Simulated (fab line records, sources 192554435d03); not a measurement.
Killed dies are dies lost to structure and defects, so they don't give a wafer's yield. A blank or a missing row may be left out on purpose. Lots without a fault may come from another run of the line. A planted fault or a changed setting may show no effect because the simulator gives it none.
fab line records | flow n5_finfet
record lots=21 wafers=63 last_day=18
route steps=1938 shown PMOS_HMC_CHANNEL_EPI@74 FIN_SAQP@116 FIN_CUT@165 STI_FIN_REVEAL@187
lots that met no fault: from a run of the same line without faults
start_h: hours from the record's first day to the start of the lot's first wafer shown | wait_h: hours since the lot's step before | " the same as in the row above | L1.1+2: a row that stands for several wafers | - no value, or no start given | * or withheld: withheld | < > ~ a bound
route shown NAME@n: a module of which the file shows steps, and the number in the route of the first | usual: mean/standard deviation of fault-free wafers | same: alike in all rows | chamber/n: place in a boat | sites: the reading at each site | _std_site: their standard deviation | _edge_site: outer sites' mean less inner sites' | radius_mm: how far each site lies from the wafer's centre | mask NAME#n: copy n | behind: the tool/chamber that last shaped the wafer | hold: why the lot was held/for how many hours/how that ended | device: the transistor (n, p or np) that didn't switch | end of line: the same wafers' tests at the end of the route | a step without rows: its recipe alone | killed: dies lost to structure and defects at the first sort, not the wafer's yield | map: a wafer's dies, x killed, . not, _ none there
set.NAME: the setting as run; set.NAME@STEP: as run at that earlier step | model.NAME: the simulator's own value behind a step, which no gauge read
steps of the route over a sample of lots; a table a step, a row a wafer
services: from which hour (start_h, from the record's first day; less than 0 if before it) a tool's chamber was out of use, for how many hours, and why
## steps
# step N5_PMOS_HMC_CHANNEL_EPI_FIN_RECESS_16
# recipe chemistry=HBr/Cl2 target=Si mask_material=SiO2 target_depth_a=540 time_s=18 pressure_mtorr=10 icp_w=800 bias_w=75 HBr_flow_sccm=150 Cl2_flow_sccm=80
# usual HBr_flow_sccm=150.0/0.46 bias_w=75.01/0.21 chamber_pressure_mTorr=10.000/0.0091 drypump_motor_current_A=5.8/0.45 oes_product_au=1.005/0.015 throttle_valve_pct=35.60/0.24
# columns lot.wafer tool chamber start_h wait_h HBr_flow_sccm bias_w chamber_pressure_mTorr drypump_motor_current_A oes_product_au rf_hours_counter_h throttle_valve_pct
L075.1 rie_si-06 2 30.01 0.0 149.9 75.26 9.978 5.1 1.031 182 35.28
L075.4 " 0 " " 149.1 74.97 10.006 6.5 0.996 - 35.83
L075.6 " 3 " " 150.4 74.41 9.990 5.4 0.999 - 35.73
L076.3 rie_si-05 1 30.70 0.0 150.6 74.92 9.994 5.8 0.998 184 35.68
L076.5 " 1 " " 150.1 75.17 9.998 5.8 1.010 - 35.66
L076.6 " 2 " " 150.4 75.09 10.018 5.9 1.029 - 35.63
L077.2 rie_si-06 2 36.05 0.0 149.9 74.96 9.989 5.1 1.019 182 35.29
L077.4 " 3 " " 150.2 75.22 10.010 5.4 0.992 - 35.75
L077.5 " 2 " " 150.2 74.76 10.018 5.1 1.019 - 35.28
L078.1 rie_si-06 3 42.76 0.0 150.1 74.95 10.021 5.4 0.997 175 35.75
L078.3 " 1 " " 151.0 74.91 9.993 6.0 1.013 44 35.75
L078.4 " 2 " " 150.2 74.59 10.012 5.1 1.030 182 35.27
L079.1 rie_si-06 0 48.22 0.0 150.1 75.01 10.008 6.4 0.968 199 35.83
L079.3 " 1 " " 149.5 74.98 9.989 6.0 1.013 44 35.77
L079.4 " 2 " " 149.5 74.75 10.001 5.1 1.011 182 35.29
L080.2 rie_si-05 2 53.97 0.0 150.0 75.02 9.990 6.0 1.031 86 35.61
L080.3 " 3 " " 150.8 75.13 9.994 6.0 0.979 195 35.67
L080.6 " 2 " " 149.7 74.90 9.990 6.0 1.032 - 35.59
L081.3 rie_si-05 2 60.60 0.0 150.8 75.14 10.001 6.0 1.032 87 35.63
L081.5 " 2 " " 150.3 74.92 9.981 6.0 1.014 - 35.62
L081.6 " 3 " " 149.3 75.15 10.007 6.0 0.982 - 35.67
L082.4 rie_si-06 0 65.90 0.0 149.9 75.03 10.024 6.5 0.988 200 35.81
L082.5 " 3 " " 150.5 74.77 10.006 5.4 1.007 - 35.73
L082.6 " 2 " " 150.1 75.01 10.007 5.1 1.023 - 35.29
L083.4 rie_si-06 0 71.96 0.0 149.8 75.17 10.004 6.5 0.979 200 35.81
L083.5 " 0 " " 150.0 75.02 10.006 6.5 0.981 - 35.84
L083.6 " 1 " " 150.3 74.79 10.008 6.0 1.002 - 35.76
L084.3 rie_si-06 2 78.69 0.0 150.3 75.11 10.016 5.1 1.016 183 35.27
L084.4 " 0 " " 149.7 75.15 10.020 6.5 0.985 200 35.80
L084.5 " 3 " " 149.9 74.71 10.006 5.4 0.993 - 35.74
L086.1 rie_si-06 3 90.19 0.0 150.2 75.09 9.996 5.4 0.994 176 35.76
L086.3 " 2 " " 149.7 74.84 9.991 5.1 1.016 183 35.29
L086.5 " 2 " " 149.8 74.64 9.985 5.1 1.023 - 35.29
L088.2 rie_si-06 1 102.14 0.0 150.5 74.77 10.007 6.0 1.018 45 35.76
L088.4 " 3 " " 150.0 74.95 10.011 5.4 0.998 - 35.72
L088.5 " 2 " " 149.2 75.14 9.995 5.1 1.017 - 35.30
L089.4 rie_si-06 0 107.98 0.0 149.9 75.23 10.001 6.5 1.014 0 35.75
L089.5 " 3 " " 150.0 75.24 10.007 5.4 1.004 - 35.72
L089.6 " 0 " " 150.1 75.04 9.994 6.5 1.008 - 35.75
L090.1 rie_si-05 3 113.96 0.0 149.9 74.84 9.991 6.0 0.984 197 35.65
L090.3 " 0 " " 149.4 74.74 9.988 6.3 1.010 128 35.81
L090.5 " 0 " " 150.2 75.01 10.005 6.4 1.014 - 35.82
L091.3 rie_si-02 2 119.83 0.0 149.0 75.13 9.992 5.7 0.984 45 35.14
L091.5 " 0 " " 150.4 75.08 9.999 5.3 1.011 - 35.37
L091.6 " 1 " " 150.6 74.96 10.002 5.8 0.992 - 35.07
L092.2 rie_si-05 0 126.16 0.0 150.1 74.80 10.009 6.5 1.013 128 35.83
L092.3 " 2 " " 150.6 75.06 10.006 5.9 1.024 88 35.60
L092.6 " 1 " " 150.5 75.09 9.995 5.7 1.002 - 35.68
L093.2 rie_si-06 0 132.71 0.0 149.7 74.99 10.011 6.5 1.009 1 35.76
L093.3 " 2 " " 150.4 74.72 9.990 5.1 1.014 184 35.29
L093.5 " 2 " " 150.2 74.75 9.992 5.1 1.023 - 35.28
L094.1 rie_si-06 2 137.88 0.0 149.8 75.03 9.989 5.1 1.029 184 35.30
L094.5 " 2 " " 149.8 75.00 9.987 5.1 1.018 - 35.28
L094.6 " 3 " " 149.4 74.94 10.000 5.4 0.998 - 35.74
L095.1 rie_si-02 3 143.84 0.0 150.0 75.16 9.993 5.6 0.990 191 35.91
L095.4 " 1 " " 150.4 74.66 10.007 5.7 0.999 158 35.07
L095.5 " 0 " " 150.1 75.20 9.998 5.3 1.011 - 35.37
L096.1 rie_si-05 2 149.82 0.0 149.7 74.81 10.003 5.9 1.034 89 35.62
L096.2 " 1 " " 150.1 75.16 10.000 5.7 1.005 186 35.67
L096.5 " 0 " " 150.1 74.67 9.998 6.4 1.003 - 35.83
L097.2 rie_si-05 1 156.72 0.0 149.4 74.93 9.994 5.8 0.988 186 35.68
L097.3 " 3 " " 149.8 75.05 9.994 6.0 0.981 0 35.13
L097.5 " 1 " " 149.6 75.44 9.991 5.8 0.985 - 35.69
# step N5_FIN_SAQP_ETCH_52
# recipe chemistry=N2/H2 target=SOC target_depth_a=1000 overetch_a=200 mask_material=SiARC temp_c=40 time_s=150 ion_energy_ev=200 pressure_mtorr=30 source_w=840 bias_w=150 n2_flow_sccm=200 h2_flow_sccm=200 ends=end_point
# usual bias_w=150.0/0.52 chamber_pressure_mTorr=30.00/0.031 drypump_motor_current_A=5.6/0.55 oes_product_au=0.68/0.062 rf_vpp_V=523.0/2.2 showerhead_plenum_p_Torr=2.52/0.069 throttle_valve_pct=17.86/0.26
# columns lot.wafer tool chamber start_h wait_h bias_w chamber_pressure_mTorr drypump_motor_current_A oes_product_au rf_hours_counter_h rf_vpp_V showerhead_plenum_p_Torr throttle_valve_pct
L075.1 rie_diel-06 1 35.43 0.0 149.7 30.02 4.9 0.72 101 523.0 2.46 17.99
L075.4 " 2 " " 149.4 29.98 6.6 0.63 194 519.5 2.43 17.82
L075.6 " 3 " " 149.6 29.99 5.4 0.65 - 520.5 2.46 18.21
L076.3 rie_diel-01 3 35.48 0.0 149.7 30.01 5.2 0.65 195 521.8 2.54 18.01
L076.5 " 0 " " 149.7 30.02 4.9 0.77 - 522.1 2.48 17.80
L076.6 " 3 " " 149.5 30.01 5.2 0.65 - 522.6 2.54 18.01
L077.2 rie_diel-05 2 43.33 0.0 149.7 30.02 5.5 0.63 202 527.2 2.64 17.79
L077.4 " 3 " " 150.1 30.01 6.1 0.67 - 526.6 2.64 18.07
L077.5 " 2 " " 150.4 29.95 5.5 0.63 - 526.5 2.64 17.79
L078.1 rie_diel-05 2 46.97 0.0 149.5 30.03 5.5 0.63 203 526.2 2.64 17.79
L078.3 " 3 " " 149.6 29.99 6.0 0.67 160 526.0 2.64 18.08
L078.4 " 1 " " 150.4 30.00 5.8 0.65 - 523.5 2.51 17.88
L079.1 rie_diel-06 2 52.72 0.0 150.0 30.01 6.6 0.63 200 520.9 2.42 17.82
L079.3 " 3 " " 149.2 29.95 5.5 0.65 172 520.9 2.45 18.25
L079.4 " 0 " " 149.4 29.96 5.6 0.72 121 524.7 2.55 17.68
L080.2 rie_diel-05 0 58.10 0.0 149.4 30.05 6.1 0.87 4 522.6 2.50 17.42
L080.3 " 2 " " 149.4 30.01 5.5 0.62 206 526.8 2.63 17.77
L080.6 " 2 " " 149.3 29.95 5.5 0.63 - 525.9 2.63 17.79
L081.3 rie_diel-01 0 65.19 0.0 149.8 29.99 4.9 0.76 65 521.3 2.48 17.82
L081.5 " 1 " " 149.4 29.98 5.1 0.70 - 524.7 2.56 17.73
L081.6 " 0 " " 150.0 30.03 4.9 0.76 - 522.0 2.48 17.81
L082.4 rie_diel-01 1 70.37 0.0 150.4 30.00 5.1 0.69 122 524.6 2.56 17.75
L082.5 " 0 " " 150.5 30.00 4.9 0.76 - 522.7 2.48 17.82
L082.6 " 1 " " 150.5 30.02 5.1 0.69 - 524.0 2.56 17.74
L083.4 rie_diel-01 1 77.10 0.0 150.3 30.02 5.1 0.69 124 525.0 2.56 17.74
L083.5 " 3 " " 149.7 30.00 5.3 0.64 - 524.3 2.53 18.03
L083.6 " 2 " " 148.5 29.99 6.5 0.79 - 525.0 2.58 17.19
L084.3 rie_diel-05 3 82.91 0.0 149.8 29.95 6.1 0.66 174 526.9 2.63 18.10
L084.4 " 2 " " 149.7 30.02 5.5 0.62 216 527.1 2.63 17.80
L084.5 " 3 " " 150.5 30.03 6.0 0.66 - 526.8 2.63 18.12
L086.1 rie_diel-01 3 94.20 0.0 149.6 29.94 5.2 0.63 215 524.1 2.53 18.03
L086.3 " 0 " " 149.5 29.98 4.9 0.75 75 522.7 2.47 17.84
L086.5 " 3 " " 149.0 30.02 5.3 0.64 - 522.3 2.53 18.06
L088.2 rie_diel-06 0 107.84 0.0 150.3 30.05 5.6 0.70 139 523.0 2.54 17.72
L088.4 " 1 " " 150.4 29.99 4.9 0.70 127 520.5 2.45 18.03
L088.5 " 0 " " 149.6 30.05 5.6 0.70 - 522.8 2.54 17.71
L089.4 rie_diel-05 0 112.21 0.0 150.6 29.98 6.1 0.82 24 521.2 2.49 17.49
L089.5 " 0 " " 150.6 30.01 6.1 0.81 - 522.1 2.49 17.48
L089.6 " 1 " " 150.7 29.98 5.8 0.65 - 522.4 2.51 17.91
L090.1 rie_diel-05 2 117.93 0.0 149.9 30.02 5.5 0.61 228 525.2 2.62 17.84
L090.3 " 0 " " 151.2 30.05 6.1 0.81 26 521.1 2.49 17.46
L090.5 " 2 " " 150.2 30.02 5.5 0.61 - 525.4 2.62 17.81
L091.3 rie_diel-06 0 123.85 0.0 149.5 30.00 5.6 0.70 144 522.9 2.54 17.73
L091.5 " 1 " " 150.4 30.00 4.9 0.70 - 519.6 2.45 18.02
L091.6 " 2 " " 149.3 30.00 6.6 0.61 - 521.7 2.41 17.86
L092.2 rie_diel-06 1 130.31 0.0 149.3 30.04 4.9 0.69 134 519.2 2.45 18.02
L092.3 " 2 " " 149.7 29.94 6.6 0.61 227 518.6 2.41 17.87
L092.6 " 0 " " 150.0 29.99 5.6 0.69 - 522.8 2.54 17.71
L093.2 rie_diel-06 0 136.61 0.0 150.1 30.00 5.6 0.69 149 524.3 2.54 17.74
L093.3 " 1 " " 149.3 30.03 4.9 0.68 136 521.5 2.45 18.05
L093.5 " 2 " " 150.7 29.97 6.6 0.61 - 520.8 2.41 17.88
L094.1 rie_diel-06 3 141.58 0.0 150.3 29.98 5.4 0.63 204 520.5 2.44 18.28
L094.5 " 0 " " 149.7 30.00 5.6 0.69 - 524.5 2.54 17.72
L094.6 " 3 " " 150.2 30.00 5.5 0.63 - 520.0 2.44 18.29
L095.1 rie_diel-01 0 148.49 0.0 150.0 30.01 4.9 0.74 96 521.3 2.46 17.87
L095.4 " 3 " " 149.8 30.06 5.2 0.61 236 522.5 2.52 18.09
L095.5 " 0 " " 150.3 30.01 4.9 0.73 - 522.5 2.47 17.87
L096.1 rie_diel-01 2 155.12 0.0 148.9 30.01 6.4 0.77 59 524.4 2.57 17.24
L096.2 " 1 " " 150.2 29.99 5.1 0.67 153 523.8 2.54 17.78
L096.5 " 0 " " 150.7 29.92 4.9 0.73 - 520.4 2.46 17.88
L097.2 rie_diel-06 2 160.71 0.0 150.5 29.97 6.6 0.61 240 520.1 2.41 17.90
L097.3 " 0 " " 149.9 29.97 5.6 0.69 159 524.9 2.54 17.76
L097.5 " 0 " " 151.6 29.96 5.6 0.68 - 524.3 2.54 17.74
# step N5_FIN_CUT_INSPECT_10
# recipe mode=adi inspect_instrument=brightfield
# usual raw_defect_count=44/12
# columns lot.wafer tool chamber start_h wait_h raw_defect_count
L075.1 defect_inspect-02 - 40.18 0.1 52
L075.4 " - " " 51
L075.6 " - " " 46
L076.3 defect_inspect-01 - 40.59 0.0 31
L076.5 " - " " 30
L076.6 " - " " 42
L077.2 defect_inspect-02 - 47.79 0.1 30
L077.4 " - " " 35
L077.5 " - " " 51
L078.1 defect_inspect-01 - 51.57 0.1 41
L078.3 " - " " 36
L078.4 " - " " 51
L079.1 defect_inspect-01 - 57.31 0.1 28
L079.3 " - " " 40
L079.4 " - " " 33
L080.2 defect_inspect-01 - 62.81 0.1 43
L080.3 " - " " 26
L080.6 " - " " 44
L081.3 defect_inspect-01 - 69.75 0.0 58
L081.5 " - " " 36
L081.6 " - " " 73
L082.4 defect_inspect-02 - 74.93 0.0 34
L082.5 " - " " 50
L082.6 " - " " 57
L083.4 defect_inspect-01 - 82.17 0.0 31
L083.5 " - " " 38
L083.6 " - " " 40
L084.3 defect_inspect-01 - 90.01 0.0 61
L084.4 " - " " 39
L084.5 " - " " 43
L086.1 defect_inspect-01 - 98.88 0.1 16
L086.3 " - " " 43
L086.5 " - " " 27
L088.2 defect_inspect-02 - 112.45 0.0 45
L088.4 " - " " 51
L088.5 " - " " 47
L089.4 defect_inspect-01 - 117.21 0.0 40
L089.5 " - " " 27
L089.6 " - " " 49
L090.1 defect_inspect-01 - 123.15 0.1 46
L090.3 " - " " 50
L090.5 " - " " 64
L091.3 defect_inspect-02 - 128.55 0.0 55
L091.5 " - " " 39
L091.6 " - " " 35
L092.2 defect_inspect-02 - 135.34 0.0 47
L092.3 " - " " 67
L092.6 " - " " 65
L093.2 defect_inspect-02 - 141.13 0.0 72
L093.3 " - " " 44
L093.5 " - " " 48
L094.1 defect_inspect-02 - 146.21 0.1 53
L094.5 " - " " 78
L094.6 " - " " 70
L095.1 defect_inspect-02 - 154.01 0.1 36
L095.4 " - " " 45
L095.5 " - " " 50
L096.1 defect_inspect-01 - 159.85 0.1 26
L096.2 " - " " 26
L096.5 " - " " 29
L097.2 defect_inspect-01 - 165.65 0.0 27
L097.3 " - " " 39
L097.5 " - " " 40
# step N5_FIN_CUT_DESCUM_13
# recipe chemistry=O2 time_s=7 source_power_w=50 bias_power_w=20 pressure_mtorr=20 rf_frequency_hz=2.712e+07 temp_c=40 resist=CAR-EUV o2_flow_sccm=225
# usual chamber_pressure_mTorr=19.999/0.018 drypump_motor_current_A=5.8/0.34 oes_product_au=0.77/0.071 rf_vpp_V=243.4/1.3 showerhead_plenum_p_Torr=2.08/0.075 throttle_valve_pct=20.36/0.21
# columns lot.wafer tool chamber start_h wait_h chamber_pressure_mTorr drypump_motor_current_A oes_product_au rf_hours_counter_h rf_vpp_V showerhead_plenum_p_Torr throttle_valve_pct
L075.1 rie_diel-02 1 40.50 0.3 19.989 6.3 0.70 204 243.8 2.05 20.23
L075.4 " 2 " " 19.997 5.9 0.81 97 244.1 2.11 20.57
L075.6 " 0 " " 19.977 5.7 0.69 - 244.9 2.16 20.52
L076.3 rie_diel-03 0 41.04 0.4 20.018 5.9 0.93 12 243.2 2.04 20.04
L076.5 " 0 " " 19.999 5.9 0.93 - 242.3 2.04 20.03
L076.6 " 1 " " 19.991 5.7 0.82 - 244.1 2.10 20.10
L077.2 rie_diel-02 0 47.83 0.0 20.013 5.7 0.68 211 245.4 2.16 20.53
L077.4 " 1 " " 20.006 6.4 0.69 206 242.7 2.05 20.23
L077.5 " 1 " " 20.020 6.4 0.70 - 242.4 2.05 20.24
L078.1 rie_diel-03 2 51.60 0.0 20.035 6.0 0.79 129 241.7 2.01 20.41
L078.3 " 1 " " 20.017 5.7 0.81 104 243.1 2.10 20.11
L078.4 " 3 " " 20.028 5.5 0.74 144 244.0 2.18 20.37
L079.1 rie_diel-03 1 57.48 0.2 20.003 5.7 0.80 105 245.4 2.10 20.11
L079.3 " 3 " " 20.020 5.5 0.74 146 244.8 2.18 20.38
L079.4 " 2 " " 20.030 6.0 0.79 131 241.5 2.01 20.42
L080.2 rie_diel-02 1 62.85 0.0 19.981 6.3 0.69 211 245.6 2.04 20.24
L080.3 " 3 " " 19.999 4.9 0.75 171 243.1 2.01 20.84
L080.6 " 1 " " 19.993 6.4 0.69 - 241.9 2.04 20.24
L081.3 rie_diel-03 2 69.78 0.0 19.981 6.0 0.79 134 241.2 2.01 20.42
L081.5 " 1 " " 20.007 5.7 0.81 - 244.1 2.10 20.11
L081.6 " 2 " " 20.059 6.0 0.79 - 241.8 2.01 20.41
L082.4 rie_diel-04 3 74.96 0.0 20.015 6.3 0.93 22 244.9 2.24 20.55
L082.5 " 0 " " 19.993 5.5 0.74 - 242.4 1.98 20.47
L082.6 " 3 " " 19.953 6.3 0.93 - 245.3 2.24 20.56
L083.4 rie_diel-04 0 82.20 0.0 19.988 5.5 0.73 188 243.6 1.98 20.49
L083.5 " 0 " " 19.997 5.5 0.72 - 242.6 1.98 20.48
L083.6 " 3 " " 19.975 6.3 0.91 - 246.3 2.24 20.53
L084.3 rie_diel-03 1 90.08 0.1 20.004 5.7 0.80 115 242.2 2.10 20.11
L084.4 " 0 " " 20.013 5.9 0.91 27 242.0 2.03 20.07
L084.5 " 1 " " 20.008 5.7 0.80 - 242.8 2.10 20.10
L086.1 rie_diel-02 2 98.92 0.0 20.000 5.9 0.80 114 244.3 2.11 20.60
L086.3 " 0 " " 19.993 5.7 0.68 228 244.2 2.15 20.57
L086.5 " 1 " " 20.008 6.4 0.68 - 243.0 2.04 20.26
L088.2 rie_diel-03 2 112.48 0.0 19.996 6.0 0.78 148 242.3 2.00 20.43
L088.4 " 0 " " 20.011 5.9 0.89 33 243.4 2.03 20.07
L088.5 " 0 " " 20.016 5.9 0.90 - 242.3 2.03 20.07
L089.4 rie_diel-04 0 117.26 0.0 20.000 5.5 0.72 - 242.2 1.98 20.51
L089.5 " 1 " " 20.011 5.2 0.69 - 244.5 2.17 20.63
L089.6 " 2 " " 19.992 5.8 0.75 - 244.3 2.07 20.22
L090.1 rie_diel-04 0 123.18 0.0 20.020 5.5 0.71 202 241.8 1.98 20.50
L090.3 " 1 " " 20.014 5.2 0.69 218 244.2 2.17 20.64
L090.5 " 2 " " 19.980 5.8 0.75 - 242.8 2.07 20.24
L091.3 rie_diel-02 1 128.58 0.0 19.982 6.3 0.68 231 243.0 2.04 20.27
L091.5 " 2 " " 19.968 5.8 0.78 - 245.0 2.10 20.58
L091.6 " 1 " " 19.993 6.3 0.68 - 242.9 2.04 20.28
L092.2 rie_diel-04 3 135.37 0.0 20.026 6.3 0.89 35 244.8 2.24 20.56
L092.3 " 2 " " 19.992 5.8 0.75 150 244.2 2.07 20.23
L092.6 " 3 " " 20.002 6.3 0.90 - 246.2 2.24 20.58
L093.2 rie_diel-03 3 141.57 0.4 19.984 5.5 0.72 173 245.4 2.17 20.41
L093.3 " 2 " " 19.981 6.0 0.78 157 242.5 2.00 20.46
L093.5 " 3 " " 20.000 5.5 0.72 - 245.3 2.17 20.41
L094.1 rie_diel-03 1 146.30 0.1 20.000 5.7 0.79 132 242.3 2.09 20.14
L094.5 " 2 " " 19.990 6.0 0.77 - 242.4 2.00 20.46
L094.6 " 1 " " 19.974 5.7 0.79 - 242.3 2.09 20.15
L095.1 rie_diel-03 3 154.30 0.3 20.010 5.5 0.72 176 244.0 2.17 20.40
L095.4 " 1 " " 20.020 5.7 0.79 134 242.2 2.09 20.16
L095.5 " 1 " " 19.963 5.7 0.79 - 243.4 2.09 20.15
L096.1 rie_diel-04 2 159.88 0.0 20.004 5.8 0.75 159 242.2 2.06 20.25
L096.2 " 0 " " 19.994 5.5 0.71 215 241.0 1.97 20.52
L096.5 " 2 " " 20.026 5.8 0.75 - 243.2 2.07 20.25
L097.2 rie_diel-03 0 165.69 0.0 19.981 5.9 0.86 49 243.8 2.02 20.11
L097.3 " 1 " " 19.986 5.7 0.78 138 244.0 2.09 20.15
L097.5 " 2 " " 20.022 6.0 0.77 - 241.6 2.00 20.46
# step N5_FIN_CUT_PRECLEAN_35
# recipe time_s=13.3 temp_c=45 pressure_torr=125 p_hf_torr=3 p_coreactant_torr=25 chemistry=vHF
# usual drypump_motor_current_A=6.23/0.22 pressure_torr=125.06/0.26
# columns lot.wafer tool chamber start_h wait_h drypump_motor_current_A pressure_torr
L075.1 vapor_etch-02 1 41.05 0.0 6.28 125.05
L075.4 " 1 " " 6.28 125.12
L075.6 " 0 " " 5.90 125.40
L076.3 vapor_etch-01 0 41.61 0.1 6.20 124.92
L076.5 " 0 " " 6.20 124.65
L076.6 " 1 " " 6.51 124.78
L077.2 vapor_etch-02 1 48.38 0.0 6.29 124.65
L077.4 " 0 " " 5.92 125.49
L077.5 " 0 " " 5.92 125.45
L078.1 vapor_etch-01 1 52.15 0.0 6.54 124.74
L078.3 " 1 " " 6.53 124.51
L078.4 " 0 " " 6.19 124.67
L079.1 vapor_etch-02 1 58.03 0.0 6.29 124.29
L079.3 " 0 " " 5.90 125.38
L079.4 " 1 " " 6.29 124.93
L080.2 vapor_etch-02 0 63.40 0.0 5.91 124.91
L080.3 " 1 " " 6.26 124.71
L080.6 " 1 " " 6.28 124.92
L081.3 vapor_etch-02 0 70.35 0.1 5.91 125.24
L081.5 " 0 " " 5.90 124.68
L081.6 " 1 " " 6.32 124.59
L082.4 vapor_etch-01 1 75.53 0.1 6.51 125.05
L082.5 " 1 " " 6.55 124.73
L082.6 " 0 " " 6.23 124.89
L083.4 vapor_etch-02 1 82.77 0.1 6.28 124.95
L083.5 " 0 " " 5.90 124.80
L083.6 " 1 " " 6.29 125.10
L084.3 vapor_etch-02 0 90.81 0.2 5.92 125.29
L084.4 " 1 " " 6.28 124.86
L084.5 " 0 " " 5.92 124.83
L086.1 vapor_etch-02 0 99.63 0.2 5.90 124.91
L086.3 " 1 " " 6.30 125.58
L086.5 " 1 " " 6.29 124.95
L088.2 vapor_etch-01 0 113.03 0.0 6.21 125.18
L088.4 " 0 " " 6.17 124.83
L088.5 " 1 " " 6.51 124.89
L089.4 vapor_etch-02 0 117.81 0.0 5.91 125.22
L089.5 " 0 " " 5.92 125.19
L089.6 " 1 " " 6.25 124.75
L090.1 vapor_etch-01 0 123.73 0.0 6.21 125.26
L090.3 " 0 " " 6.20 125.07
L090.5 " 1 " " 6.51 125.55
L091.3 vapor_etch-01 0 129.16 0.1 6.23 125.09
L091.5 " 0 " " 6.23 125.08
L091.6 " 1 " " 6.56 125.18
L092.2 vapor_etch-01 1 135.92 0.0 6.50 125.54
L092.3 " 0 " " 6.22 124.87
L092.6 " 0 " " 6.24 124.86
L093.2 vapor_etch-01 1 142.12 0.0 6.53 125.07
L093.3 " 1 " " 6.55 125.21
L093.5 " 1 " " 6.51 125.27
L094.1 vapor_etch-01 1 146.85 0.0 6.53 124.90
L094.5 " 0 " " 6.19 125.06
L094.6 " 1 " " 6.54 124.59
L095.1 vapor_etch-02 1 154.85 0.0 6.29 125.12
L095.4 " 0 " " 5.90 125.32
L095.5 " 0 " " 5.91 125.16
L096.1 vapor_etch-01 0 160.43 0.0 6.23 125.17
L096.2 " 1 " " 6.54 125.06
L096.5 " 1 " " 6.54 125.46
L097.2 vapor_etch-01 0 166.24 0.0 6.24 124.91
L097.3 " 0 " " 6.19 125.28
L097.5 " 0 " " 6.18 125.48
# step N5_STI_FIN_REVEAL_CMP_04
# recipe stop_on=Si3N4 t_overpolish_s=4 down_force_psi=2 platen_rpm=54.18 post_cmp_clean=alkaline_brush pad_velocity_m_s=1.078 target_thk_nm=131.83
# usual head_pressure_psi=2.000/0.0043 motor_current_A=8.2/0.96 overpolish_run_s=4.000/0.0094 time_to_endpoint_s=104/4.4
# columns lot.wafer tool chamber start_h wait_h head_pressure_psi motor_current_A overpolish_run_s time_to_endpoint_s
L075.1 cmp-01 3 46.56 0.0 2.002 8.6 4.000 102
L075.4 " 2 " " 2.000 9.6 3.994 107
L075.6 " 0 " " 1.998 7.9 4.000 105
L076.3 cmp-04 3 47.72 0.1 2.003 9.5 3.995 108
L076.6 " 2 " " 2.002 7.6 4.006 110
L076.5 " 3 " " 1.997 9.4 4.008 110
L077.2 cmp-03 0 53.89 0.0 1.995 9.1 4.010 105
L077.4 " 3 " " 2.002 6.8 3.993 98
L077.5 " 0 " " 1.995 9.1 3.994 110
L078.1 cmp-03 0 58.03 0.0 1.995 9.5 3.997 106
L078.3 " 2 " " 1.992 7.5 4.013 105
L078.4 " 3 " " 1.999 7.1 3.994 97
L079.3 cmp-01 3 63.62 0.1 2.003 8.5 3.982 102
L079.4 " 0 " " 1.998 7.3 4.011 107
L079.1 " 1 " " 2.002 8.9 3.992 109
L080.3 cmp-04 3 68.88 0.0 2.003 9.2 3.997 103
L080.2 " 2 " " 2.001 7.4 3.997 108
L080.6 " 0 " " 2.001 9.7 3.993 109
L081.3 cmp-03 3 76.23 0.1 1.999 7.0 3.991 105
L081.5 " 0 " " 1.998 8.8 3.992 111
L081.6 " 1 " " 2.006 6.9 3.993 108
L082.4 cmp-04 2 81.25 0.0 2.005 7.9 4.008 100
L082.5 " 2 " " 1.998 7.5 3.997 97
L082.6 " 3 " " 2.005 9.2 3.995 96
L083.4 cmp-03 1 88.40 0.0 1.999 7.0 4.010 108
L083.6 " 1 " " 2.001 6.6 4.001 105
L083.5 " 2 " " 1.998 6.7 3.993 106
L084.3 cmp-03 3 97.39 0.1 1.999 7.2 3.999 93
L084.4 " 1 " " 1.996 6.9 3.989 99
L084.5 " 3 " " 2.004 6.9 3.981 98
L086.3 cmp-01 0 105.85 0.1 2.004 7.1 4.000 109
L086.1 " 1 " " 2.006 8.8 4.010 105
L086.5 " 2 " " 2.007 9.0 4.012 103
L088.2 cmp-03 0 118.99 0.1 1.993 8.8 4.009 107
L088.4 " 1 " " 2.005 6.9 3.993 106
L088.5 " 2 " " 2.002 7.4 4.002 108
L089.4 cmp-04 1 123.58 0.1 1.998 8.1 3.995 102
L089.6 " 2 " " 2.003 7.4 4.009 98
L089.5 " 3 " " 2.006 9.3 4.004 98
L090.1 cmp-03 0 129.26 0.1 1.996 9.0 4.014 106
L090.3 " 1 " " 1.994 7.2 3.995 102
L090.5 " 0 " " 1.996 9.3 4.010 107
L091.3 cmp-04 1 135.13 0.1 2.001 8.3 3.994 108
L091.5 " 3 " " 2.007 8.7 3.997 100
L091.6 " 0 " " 1.999 9.6 3.987 107
L092.2 cmp-03 1 141.51 0.1 1.999 7.0 4.008 97
L092.3 " 2 " " 1.996 7.2 3.994 102
L092.6 " 3 " " 1.994 7.4 3.978 97
L093.2 cmp-01 3 147.96 0.1 1.999 8.6 4.003 102
L093.3 " 0 " " 2.000 7.3 4.007 113
L093.5 " 1 " " 2.002 8.7 3.989 108
L094.1 cmp-03 3 152.36 0.0 2.003 7.5 4.003 96
L094.5 " 3 " " 2.002 7.5 4.006 100
L094.6 " 0 " " 2.002 9.2 4.005 101
L095.4 cmp-01 2 160.53 0.0 2.003 9.8 3.992 99
L095.1 " 0 " " 2.001 7.5 4.002 101
L095.5 " 3 " " 2.002 8.5 3.984 97
L096.2 cmp-03 2 165.99 0.1 2.001 7.1 4.009 105
L096.1 " 0 " " 1.996 9.3 4.006 106
L096.5 " 2 " " 1.999 6.9 4.010 104
L097.3 cmp-04 1 172.55 0.1 1.989 8.2 4.014 106
L097.2 " 3 " " 2.003 8.9 3.993 104
L097.5 " 0 " " 1.998 9.3 3.997 107
## services
# columns tool chamber start_h hours kind
rie_diel-04 3 8.39 26.6 repair
rie_si-05 - 8.48 0.2 repair
cmp-03 - 11.84 0.6 repair
rie_si-06 1 18.83 21.9 repair
cmp-04 - 22.81 4.3 pm
cmp-04 - 30.78 2.8 repair
rie_diel-01 - 31.03 4.3 pm
rie_si-06 - 39.12 2.8 pm
rie_diel-03 0 42.38 4.6 repair
rie_diel-04 2 43.58 6.8 repair
rie_si-05 0 44.09 10.5 repair
cmp-04 - 48.31 3.8 repair
vapor_etch-02 - 50.42 2.8 pm
cmp-03 - 56.77 1.0 repair
rie_diel-05 1 57.17 13.0 repair
rie_diel-04 1 57.30 7.8 repair
cmp-04 - 64.52 4.0 pm
rie_diel-06 0 82.08 7.0 repair
cmp-04 - 89.91 2.3 repair
rie_diel-01 - 90.23 0.2 repair
rie_diel-04 3 116.29 12.9 repair
rie_si-06 1 126.75 2.5 repair
rie_si-06 0 152.79 8.9 repair
rie_diel-01 1 164.18 2.6 repair
## key
fault none
